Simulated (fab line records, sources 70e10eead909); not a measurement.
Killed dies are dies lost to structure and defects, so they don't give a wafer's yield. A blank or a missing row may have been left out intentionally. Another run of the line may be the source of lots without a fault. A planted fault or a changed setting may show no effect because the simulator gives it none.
Chamber matching | flow nand harc | 4 sister chambers for NHARC_A_STAIRCASE_TRIM_20 on rie diel-04
The step chemistry O2, time 211.2 s. 8 wafers are shown with their chamber, then 9 later ones without.

## EACH WAFER AND ITS CHAMBER
wafer  | chamber | showerhead plenum p Torr (Torr) | drypump motor current A (A)
L082.1 | 1       | 3.68                            | 5.2
L082.4 | 0       | 3.65                            | 5.8
L085.1 | 2       | 3.67                            | 5.7
L085.2 | 3       | 3.50                            | 6.0
L085.5 | 1       | 3.68                            | 5.2
L087.1 | 3       | 3.50                            | 6.1
L087.2 | 2       | 3.67                            | 5.6
L087.6 | 0       | 3.64                            | 5.8

## WAFERS WHOSE CHAMBER IS MISSING
wafer  | showerhead plenum p Torr (Torr) | drypump motor current A (A)
L089.1 | 3.50                            | 6.0
L089.4 | 3.64                            | 5.8
L089.5 | 3.66                            | 5.6
L096.2 | 3.49                            | 6.1
L096.4 | 3.67                            | 5.2
L096.5 | 3.67                            | 5.2
L097.1 | 3.67                            | 5.2
L097.2 | 3.49                            | 6.1
L097.3 | 3.66                            | 5.6

## EACH ONE'S CHAMBER
wafer  | from the rows above | in truth
L089.1 | 3                   | 3
L089.4 | 0                   | 0
L089.5 | 2                   | 2
L096.2 | 3                   | 3
L096.4 | 1                   | 1
L096.5 | 1                   | 1
L097.1 | 1                   | 1
L097.2 | 3                   | 3
L097.3 | 2                   | 2
Correctly placed: 9 of 9. From these rows, 0 cannot be placed. 0 placed wrongly.
How it was worked out, from the rows above alone: a wafer's distance from a chamber is the root of the sum, over the readings, of the square of ((its reading less the chamber's mean) divided by the reading's scatter). If the next closest chamber is less than 2 further off than the closest, the wafer can't be placed; otherwise it belongs to the closest. The mean given for a chamber averages the wafers shown for that chamber. The scatter is the square root of a quotient: the sum, over the shown wafers, of each reading's squared deviation from its chamber's mean, divided by wafers minus chambers.
